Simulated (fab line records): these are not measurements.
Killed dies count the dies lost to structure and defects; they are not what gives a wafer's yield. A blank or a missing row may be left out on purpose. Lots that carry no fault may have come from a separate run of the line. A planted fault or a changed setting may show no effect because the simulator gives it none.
Chamber matching / flow n5-finfet / rie-diel-01 running N5_FIN_SAQP_ETCH_57: 4 sister chambers
The step etches SiNx in CH3F/O2, target depth 32.5 nm, time 46.4 s. 4 wafers are shown with their chamber, then 8 later ones without.

== EACH WAFER AND ITS CHAMBER ==
wafer=L092.1; chamber=1; drypump-motor-current-A (A)=5.8
wafer=L094.3; chamber=3; drypump-motor-current-A (A)=5.5
wafer=L094.5; chamber=0; drypump-motor-current-A (A)=6.2
wafer=L095.4; chamber=2; drypump-motor-current-A (A)=5.6

== WAFERS MISSING THEIR CHAMBER ==
wafer=L095.5; drypump-motor-current-A (A)=6.2
wafer=L095.6; drypump-motor-current-A (A)=5.4
wafer=L096.3; drypump-motor-current-A (A)=6.2
wafer=L096.5; drypump-motor-current-A (A)=6.3
wafer=L096.6; drypump-motor-current-A (A)=5.7
wafer=L097.2; drypump-motor-current-A (A)=5.5
wafer=L097.3; drypump-motor-current-A (A)=5.8
wafer=L097.5; drypump-motor-current-A (A)=5.8

== CHAMBER TAKEN BY EACH ==
wafer=L095.5; from the rows above=0; in truth=0
wafer=L095.6; from the rows above=can't be placed: 3 or 2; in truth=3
wafer=L096.3; from the rows above=0; in truth=0
wafer=L096.5; from the rows above=0; in truth=0
wafer=L096.6; from the rows above=can't be placed: 1 or 2 or 3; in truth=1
wafer=L097.2; from the rows above=can't be placed: 3 or 2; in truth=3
wafer=L097.3; from the rows above=1; in truth=1
wafer=L097.5; from the rows above=1; in truth=1
Correctly placed: 5 of 8. Not placeable from these rows: 3 (in 3, the candidates include the true chamber). 0 placed wrongly.
How it was worked out, from the rows above alone: a wafer's distance from a chamber is the root of the sum, over the readings, of the square of ((its reading less the chamber's mean) divided by the reading's scatter). The wafer belongs to the nearest chamber; if the next one is less than 2 further off, it can't be placed. A chamber's mean is the mean of its shown wafers. The scatter: with one shown wafer a chamber, the root of the mean of the squares of how far each hidden wafer lies from its nearest shown one.
